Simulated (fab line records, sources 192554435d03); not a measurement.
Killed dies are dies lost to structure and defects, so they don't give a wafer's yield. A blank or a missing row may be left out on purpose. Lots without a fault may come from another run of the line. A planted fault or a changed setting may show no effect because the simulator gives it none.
Chamber matching | flow n5_finfet | N5_BEOL_M1_ETCH_69 on rie_diel-03: 4 sister chambers
The step etches SiARC in CF4, target depth 15.6 nm, time 26 s. 4 wafers are shown with their chamber, then 11 later ones without.

WAFERS WITH THEIR CHAMBER
wafer  | chamber | oes_product_au (a.u.)
L080.1 | 0       | 0.63
L082.1 | 1       | 0.77
L082.4 | 2       | 0.64
L089.3 | 3       | 0.59

WAFERS WITHOUT THEIR CHAMBER
wafer  | oes_product_au (a.u.)
L089.5 | 0.63
L089.6 | 0.74
L091.1 | 0.59
L091.2 | 0.62
L091.4 | 0.63
L092.1 | 0.61
L092.2 | 0.74
L092.6 | 0.62
L093.1 | 0.62
L093.3 | 0.58
L093.6 | 0.63

WHICH CHAMBER EACH WENT THROUGH
wafer  | from the rows above          | in truth
L089.5 | can't be placed: 0 or 2      | 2
L089.6 | 1                            | 1
L091.1 | 3                            | 3
L091.2 | can't be placed: 0 or 2 or 3 | 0
L091.4 | can't be placed: 0 or 2      | 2
L092.1 | can't be placed: 0 or 3 or 2 | 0
L092.2 | 1                            | 1
L092.6 | can't be placed: 0 or 2 or 3 | 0
L093.1 | can't be placed: 0 or 2 or 3 | 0
L093.3 | 3                            | 3
L093.6 | can't be placed: 0 or 2      | 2
Placed correctly: 4 of 11. Can't be placed from these rows: 7 (the true chamber is among the candidates in 7). Placed wrongly: 0.
How it was worked out, from the rows above alone: a wafer's distance from a chamber is the root of the sum, over the readings, of the square of ((its reading less the chamber's mean) divided by the reading's scatter). The wafer belongs to the nearest chamber; if the next one is less than 2 further off, it can't be placed. A chamber's mean is the mean of its shown wafers. The scatter: with one shown wafer a chamber, the root of the mean of the squares of how far each hidden wafer lies from its nearest shown one.
